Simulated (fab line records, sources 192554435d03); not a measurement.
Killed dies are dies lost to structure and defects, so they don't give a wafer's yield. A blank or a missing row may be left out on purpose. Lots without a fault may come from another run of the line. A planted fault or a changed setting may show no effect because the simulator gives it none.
fab line records | flow n5_finfet
record lots=7 wafers=39
route steps=1938 shown DUMMY_GATE@228 SD_EPI_N@275 MOL_CONTACT_COAG@559
start_h: hours from the record's first day to the start of the lot's first wafer shown | wait_h: hours since the lot's step before | " the same as in the row above | L1.1+2: a row that stands for several wafers | - no value, or no start given | * or withheld: withheld | < > ~ a bound
route shown NAME@n: a module of which the file shows steps, and the number in the route of the first | usual: mean/standard deviation of fault-free wafers | same: alike in all rows | chamber/n: place in a boat | sites: the reading at each site | _std_site: their standard deviation | _edge_site: outer sites' mean less inner sites' | radius_mm: how far each site lies from the wafer's centre | mask NAME#n: copy n | behind: the tool/chamber that last shaped the wafer | hold: why the lot was held/for how many hours/how that ended | device: the transistor (n, p or np) that didn't switch | end of line: the same wafers' tests at the end of the route | a step without rows: its recipe alone | killed: dies lost to structure and defects at the first sort, not the wafer's yield | map: a wafer's dies, x killed, . not, _ none there
set.NAME: the setting as run; set.NAME@STEP: as run at that earlier step | model.NAME: the simulator's own value behind a step, which no gauge read
lots whose settings were changed on purpose; a table a step, a row a wafer
## steps
# step N5_DUMMY_GATE_EXPOSE_12
# recipe mask_id=GATE na=0.33 source_shape=annular sigma_inner=0.2 sigma_outer=0.6 polarization=unpolarized target_cd_nm=25 dose_mj=34
# columns lot.wafer tool chamber start_h wait_h mask set.dose_mj
L076.1+5+6 euv_scanner-01 0 57.85 - GATE#0 34
L076.2+3+4 " 0 " " GATE#0 31.29
L082.1+2+5 euv_scanner-01 0 96.57 - GATE#0 34
L082.3+4+6 " 0 " " GATE#0 35.19
L084.1+2+6 euv_scanner-01 0 107.68 - GATE#0 34
L084.3+4+5 " 0 " " GATE#0 34.99
L086.1+4+5 euv_scanner-02 0 119.25 - GATE#0 35.41
L086.2+3+6 " 0 " " GATE#0 34
L092.1+2+5 euv_scanner-01 0 154.85 - GATE#0 36.38
L092.3+4+6 " 0 " " GATE#0 34
L093.1+3+4 euv_scanner-01 0 161.32 - GATE#0 34
L096.1+4+5 euv_scanner-01 0 176.86 - GATE#0 35.49
L096.2+3+6 " 0 " " GATE#0 34
# step N5_DUMMY_GATE_PEB_13
# recipe peb_temp_c=100 peb_time_s=60 resist=CAR-EUV
# step N5_DUMMY_GATE_DEVELOP_14
# recipe develop_time_s=30 developer=TMAH resist=CAR-EUV rinse_liquid=surfactant_rinse dry=air_spin dev_temp_c=23
# step N5_DUMMY_GATE_CD_MEAS_15
# recipe target_cd_nm=25.8 landing_energy_ev=500 detector=se_inlens
# usual cd_nm=24.97/0.23
# columns lot.wafer tool chamber start_h wait_h set.dose_mj@DUMMY_GATE_EXPOSE_12 cd_nm
L076.1 cd_sem-03 0 57.98 - 34 25.03
L076.2 " 0 " " 31.29 26.33
L076.3 " 0 " " 31.29 26.42
L076.4 " 0 " " 31.29 26.46
L076.5 " 0 " " 34 24.89
L076.6 " 0 " " 34 25.10
L082.1 cd_sem-03 0 96.70 - 34 24.82
L082.2 " 0 " " 34 25.29
L082.3 " 0 " " 35.19 24.80
L082.4 " 0 " " 35.19 24.38
L082.5 " 0 " " 34 24.93
L082.6 " 0 " " 35.19 24.38
L084.1 cd_sem-03 0 107.81 - 34 24.87
L084.2 " 0 " " 34 24.61
L084.3 " 0 " " 34.99 24.91
L084.4 " 0 " " 34.99 24.76
L084.5 " 0 " " 34.99 24.65
L084.6 " 0 " " 34 25.05
L086.1 cd_sem-01 0 119.37 - 35.41 24.08
L086.2 " 0 " " 34 24.94
L086.3 " 0 " " 34 25.11
L086.4 " 0 " " 35.41 24.63
L086.5 " 0 " " 35.41 23.81
L086.6 " 0 " " 34 25.03
L092.1 cd_sem-03 0 154.98 - 36.38 23.54
L092.2 " 0 " " 36.38 23.79
L092.3 " 0 " " 34 25.16
L092.4 " 0 " " 34 25.02
L092.5 " 0 " " 36.38 23.35
L092.6 " 0 " " 34 24.85
L093.1 cd_sem-02 0 161.45 - 34 24.70
L093.3 " 0 " " 34 25.15
L093.4 " 0 " " 34 24.72
L096.1 cd_sem-02 0 176.99 - 35.49 24.24
L096.2 " 0 " " 34 24.96
L096.3 " 0 " " 34 25.01
L096.4 " 0 " " 35.49 24.50
L096.5 " 0 " " 35.49 24.14
L096.6 " 0 " " 34 24.51
# step N5_DUMMY_GATE_ETCH_37
# recipe chemistry=N2/H2 target=SOC target_depth_a=600 overetch_a=300 temp_c=40 ion_energy_ev=200 pressure_mtorr=30 source_w=840 bias_w=150 n2_flow_sccm=200 h2_flow_sccm=200
# usual rf_vpp_V=524.4/2.1
# columns lot.wafer tool chamber start_h wait_h set.source_w rf_vpp_V
L076.1 rie_diel-03 0 58.49 0.0 840 524.4
L076.2 " 2 " " 840 524.5
L076.3 " 3 " " 909.8 511.7
L076.4 " 1 " " 909.8 514.2
L076.5 " 3 " " 909.8 511.1
L076.6 " 0 " " 840 524.3
L082.1 rie_diel-02 1 97.71 0.0 840 524.9
L082.2 " 3 " " 970.6 498.0
L082.3 " 0 " " 970.6 502.8
L082.4 " 2 " " 840 525.4
L082.5 " 1 " " 970.6 501.6
L082.6 " 2 " " 840 525.4
L084.1 rie_diel-04 3 108.09 0.0 840 524.7
L084.2 " 0 " " 840 518.5
L084.3 " 2 " " 840 524.5
L084.4 " 1 " " 840 522.5
L084.5 " 1 " " 840 522.1
L084.6 " 0 " " 840 518.5
L086.1 rie_diel-03 0 119.80 0.0 840 524.2
L086.2 " 2 " " 903.1 509.1
L086.3 " 1 " " 840 526.6
L086.4 " 3 " " 903.1 511.9
L086.5 " 0 " " 840 523.0
L086.6 " 1 " " 903.1 513.7
L092.1 rie_diel-02 1 155.26 0.0 680 563.4
L092.2 " 0 " " 840 526.1
L092.3 " 3 " " 840 521.7
L092.4 " 0 " " 680 563.8
L092.5 " 1 " " 680 566.1
L092.6 " 3 " " 840 522.6
L093.1 rie_diel-04 0 161.72 0.0 840 519.6
L093.3 " 1 " " 840 520.3
L093.4 " 3 " " 840 522.6
L096.1 rie_diel-02 3 177.27 0.0 840 522.8
L096.2 " 1 " " 840 526.5
L096.3 " 2 " " 773.5 541.4
L096.4 " 0 " " 840 525.9
L096.5 " 2 " " 773.5 540.3
L096.6 " 3 " " 773.5 536.5
# step N5_DUMMY_GATE_ETCH_31
# recipe chemistry=C4F6/O2 target=SiO2 mask_material=SOC target_depth_a=825 time_s=27.5 ion_energy_ev=250 pressure_mtorr=30 source_w=345 bias_w=185 Ar_flow_sccm=300 C4F6_flow_sccm=10 O2_flow_sccm=10
# columns lot.wafer tool chamber start_h wait_h set.target_depth_a model.etch.depth_nm model.SOC_of_DUMMY_GATE_COAT_34.thk_nm
L076.1 rie_diel-02 0 58.79 0.0 825 79.77 51.8
L076.2 " 3 " " 719.4 73.37 52.4
L076.3 " 2 " " 719.4 71.47 52.6
L076.4 " 3 " " 825 84.32 51.4
L076.5 " 0 " " 825 79.84 51.8
L076.6 " 2 " " 719.4 72.17 52.4
L082.1 rie_diel-02 0 98.17 0.1 877.9 85.12 51.2
L082.2 " 2 " " 825 83.25 51.6
L082.3 " 1 " " 877.9 87.5 51
L082.4 " 3 " " 825 83.9 51.6
L082.5 " 2 " " 825 82.67 51.8
L082.6 " 1 " " 877.9 87.55 51.2
L084.1 rie_diel-03 0 108.36 0.0 825 79.82 52
L084.2 " 1 " " 878.7 87 51
L084.3 " 3 " " 878.7 88.26 50.8
L084.4 " 2 " " 825 82.1 51.6
L084.5 " 1 " " 825 81.46 51.6
L084.6 " 0 " " 878.7 84.81 51.2
L086.1 rie_diel-04 1 120.17 0.1 825 83.35 52
L086.2 " 2 " " 825 80.27 52
L086.3 " 0 " " 825 81.45 52
L086.4 " 3 " " 825 82.34 52
L086.5 " 3 " " 825 82.3 52
L086.6 " 0 " " 825 81.75 52
L092.1 rie_diel-02 0 155.53 0.0 825 80.05 52
L092.2 " 3 " " 825 83.57 51.8
L092.3 " 1 " " 784.8 77.12 52.4
L092.4 " 3 " " 825 83.55 51.8
L092.5 " 1 " " 784.8 77.41 52.4
L092.6 " 0 " " 784.8 75.59 52.2
L093.1 rie_diel-04 3 162.01 0.0 825 81.64 52
L093.3 " 1 " " 825 83.17 52
L093.4 " 0 " " 825 80.22 52
L096.1 rie_diel-02 0 177.54 0.0 825 79.43 52.2
L096.2 " 3 " " 825 84.11 52
L096.3 " 2 " " 825 84.24 51.8
L096.4 " 1 " " 749.3 73.48 53
L096.5 " 2 " " 749.3 76.78 52.6
L096.6 " 1 " " 749.3 73.61 53
# step N5_DUMMY_GATE_ETCH_32
# recipe chemistry=CF4 target=SiO2 target_depth_a=35 time_s=3.9 ion_energy_ev=350 pressure_mtorr=10 icp_w=800 bias_w=400 cf4_flow_sccm=80
# columns lot.wafer tool chamber start_h wait_h set.time_s model.etch.depth_nm
L076.1 rie_si-06 0 59.04 0.1 3.662 3.224
L076.2 " 1 " " 3.662 3.2
L076.3 " 2 " " 3.9 3.271
L076.4 " 3 " " 3.662 3.373
L076.5 " 0 " " 3.9 3.447
L076.6 " 3 " " 3.9 3.583
L082.1 rie_si-04 3 98.42 0.1 3.9 3.54
L082.2 " 2 " " 3.342 2.887
L082.3 " 1 " " 3.9 3.53
L082.4 " 0 " " 3.9 3.368
L082.5 " 2 " " 3.342 2.875
L082.6 " 1 " " 3.342 3.046
L084.1 rie_si-06 2 108.61 0.1 3.9 3.351
L084.2 " 1 " " 4.695 4.164
L084.3 " 0 " " 4.695 4.225
L084.4 " 3 " " 4.695 4.343
L084.5 " 3 " " 3.9 3.641
L084.6 " 0 " " 3.9 3.499
L086.1 rie_si-01 0 120.41 0.1 3.9 3.434
L086.2 " 1 " " 4.345 3.98
L086.3 " 3 " " 3.9 3.415
L086.4 " 2 " " 4.345 3.861
L086.5 " 2 " " 4.345 3.871
L086.6 " 1 " " 3.9 3.57
L092.1 rie_si-01 1 155.78 0.1 3.9 3.611
L092.2 " 2 " " 3.9 3.493
L092.3 " 0 " " 3.9 3.5
L092.4 " 3 " " 3.9 3.504
L092.5+6 " 0,3 " " 3.9 3.491
L093.1 rie_si-01 0 162.26 0.1 3.9 3.455
L093.3 " 2 " " 3.9 3.465
L093.4 " 3 " " 3.9 3.477
L096.1 rie_si-06 0 177.79 0.1 4.632 4.183
L096.2 " 2 " " 3.9 3.344
L096.3 " 3 " " 4.632 4.274
L096.4 " 1 " " 4.632 4.072
L096.5 " 2 " " 3.9 3.345
L096.6 " 1 " " 3.9 3.417
# step N5_SD_EPI_N_ETCH_35
# recipe chemistry=N2/H2 target=SOC overetch_a=1080 mask_material=SiARC temp_c=40 ion_energy_ev=100 source_w=3000 bias_w=133 pressure_mtorr=20 time_s=486 n2_flow_sccm=200 h2_flow_sccm=200
# usual rf_vpp_V=240.5/1.2
# columns lot.wafer tool chamber start_h wait_h set.source_w rf_vpp_V
L076.1 rie_diel-05 0 60.73 0.0 3000 242.2
L076.2 " 2 " " 3000 240.2
L076.3 " 1 " " 3000 240.8
L076.4 " 3 " " 3000 238.5
L076.5 " 1 " " 3000 240.6
L076.6 " 2 " " 3000 240.7
L082.1 rie_diel-06 3 100.60 0.0 3000 239.7
L082.2 " 0 " " 3410 229.9
L082.3 " 1 " " 3410 232.1
L082.4 " 2 " " 3410 229.3
L082.5 " 3 " " 3000 239.8
L082.6 " 0 " " 3000 240.9
L084.1 rie_diel-05 1 110.15 0.0 3000 239.6
L084.2 " 0 " " 3000 241.2
L084.3 " 3 " " 2696 248.7
L084.4 " 1 " " 3000 240.9
L084.5 " 3 " " 2696 248.3
L084.6 " 0 " " 2696 249.8
L086.1 rie_diel-06 2 122.08 0.0 3000 239.9
L086.2 " 3 " " 3000 239.7
L086.3 " 1 " " 3000 241.9
L086.4 " 0 " " 3000 238.7
L086.5 " 2 " " 3000 239.7
L086.6 " 1 " " 3000 242.5
L092.1 rie_diel-01 1 157.45 0.0 3000 239.7
L092.2 " 2 " " 3000 241.5
L092.3 " 3 " " 3000 242.8
L092.4 " 2 " " 3536 227.1
L092.5 " 3 " " 3536 228.5
L092.6 " 1 " " 3536 227.1
L093.1 rie_diel-01 3 163.80 0.0 3000 241.5
L093.3 " 1 " " 3000 240.7
L093.4 " 3 " " 3000 241.6
L096.1 rie_diel-01 2 179.96 0.0 2649 251.4
L096.2 " 3 " " 3000 241.5
L096.3 " 1 " " 2649 250.7
L096.4 " 0 " " 3000 243.4
L096.5 " 3 " " 2649 251.9
L096.6 " 2 " " 3000 239.2
# step N5_MOL_CONTACT_COAG_ALD_27
# recipe material=SiOC target_thk_a=170 temp_c=400 ald_precursor_family=carbosiloxane ald_co_reactant=H2-plasma pulse_time_s=1.5 time_s=2720 purge_time_s=2 co_reactant_purge_time_s=2 ald_cycles=340 pressure_torr=2
# columns lot.wafer tool chamber start_h wait_h set.ald_cycles model.SiOC_of_MOL_CONTACT_COAG_ALD_27.thk_nm
L076.1 ald_sin-02 3 109.01 0.5 288 14.6
L076.2+5+6 " 1,0,1 " " 340 17
L076.3+4 " 0,2 " " 288 14.4
L082.1+2+4 ald_sin-01 2,3,0 148.31 0.0 340 17
L082.3+5+6 " 1,2,1 " " 378 18.8
L084.1+3+6 ald_sin-02 0,2,2 156.46 0.0 297 14.8
L084.2+4+5 " 1,3,1 " " 340 17
L086.1+2+3+4+5+6 ald_sin-01 3,2,1,0,0,3 171.70 0.0 340 17
L092.1+2+5 ald_sin-01 0,3,3 204.16 0.0 340 17
L092.3+4 " 2,1 " " 389 19.4
L092.6 " 0 " " 389 19.6
L093.1+3+4 ald_sin-03 1,0,3 208.15 0.0 340 17
L096.1+3+6 ald_sin-01 3,0,3 226.82 0.0 340 17
L096.2 " 1 " " 368 18.2
L096.4+5 " 2,0 " " 368 18.4
# step N5_MOL_CONTACT_COAG_CVD_140
# recipe material=W target_thk_a=665 mode=selective_fill temp_c=300 time_s=215
# columns lot.wafer tool chamber start_h wait_h set.target_thk_a model.W_of_MOL_CONTACT_COAG_CVD_140.thk_nm
L076.1 cvd_w-01 0 114.20 0.1 759.1 74.8
L076.2 " 1 " " 759.1 75.8
L076.3 " 0 " " 759.1 75.2
L076.4 " 1 " " 665 65.4
L076.5+6 " 1,0 " " 665 65.2
L082.1 cvd_w-01 0 153.97 0.1 714.1 71.2
L082.2+5 " 1,0 " " 714.1 71.8
L082.3+6 " 1 " " 665 66.6
L082.4 " 0 " " 665 66.2
L084.1 cvd_w-01 1 162.15 0.1 665 67
L084.2 " 0 " " 597.2 60
L084.3 " 0 " " 665 66.4
L084.4 " 1 " " 597.2 59.4
L084.5 " 1 " " 665 66.6
L084.6 " 0 " " 597.2 59.8
L086.1 cvd_w-01 0 177.01 0.1 665 67
L086.2+4 " 1,0 " " 590.9 59.6
L086.3 " 1 " " 590.9 60
L086.5+6 " 1,0 " " 665 66.8
L092.1+5 cvd_w-01 0,1 210.04 0.1 665 67.2
L092.2 " 1 " " 594.6 60
L092.3 " 0 " " 665 66.4
L092.4 " 1 " " 594.6 59.8
L092.6 " 0 " " 594.6 59.4
L093.1 cvd_w-01 1 215.07 0.1 665 65.8
L093.3 " 0 " " 665 66.2
L093.4 " 1 " " 665 66.6
L096.1 cvd_w-01 1 234.06 0.1 665 67.6
L096.2+5 " 0,1 " " 665 67.2
L096.3 " 0 " " 665 66.6
L096.4 " 1 " " 665 66.2
L096.6 " 0 " " 665 67
## key
split step=N5_DUMMY_GATE_EXPOSE_12 setting=dose_mj stated=34 by=wafer
response step=N5_DUMMY_GATE_CD_MEAS_15 reading=cd_nm change=-0.172 per=1% r=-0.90
split step=N5_DUMMY_GATE_ETCH_37 setting=source_w stated=840 by=wafer
response step=N5_DUMMY_GATE_ETCH_37 reading=rf_vpp_V change=-1.86 per=1% r=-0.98
split step=N5_DUMMY_GATE_ETCH_31 setting=target_depth_a stated=825 by=wafer
response step=N5_DUMMY_GATE_ETCH_31 reading=model.etch.depth_nm change=+0.771 per=1% r=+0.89
response step=N5_DUMMY_GATE_ETCH_31 reading=model.SOC_of_DUMMY_GATE_COAT_34.thk_nm change=-0.0807 per=1% r=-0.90
split step=N5_DUMMY_GATE_ETCH_32 setting=time_s stated=3.9 by=wafer
response step=N5_DUMMY_GATE_ETCH_32 reading=model.etch.depth_nm change=+0.0387 per=1% r=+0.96
split step=N5_SD_EPI_N_ETCH_35 setting=source_w stated=3000 by=wafer
response step=N5_SD_EPI_N_ETCH_35 reading=rf_vpp_V change=-0.778 per=1% r=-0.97
split step=N5_MOL_CONTACT_COAG_ALD_27 setting=ald_cycles stated=340 by=wafer
response step=N5_MOL_CONTACT_COAG_ALD_27 reading=model.SiOC_of_MOL_CONTACT_COAG_ALD_27.thk_nm change=+0.168 per=1% r=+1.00
split step=N5_MOL_CONTACT_COAG_CVD_140 setting=target_thk_a stated=665 by=wafer
response step=N5_MOL_CONTACT_COAG_CVD_140 reading=model.W_of_MOL_CONTACT_COAG_CVD_140.thk_nm change=+0.682 per=1% r=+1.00
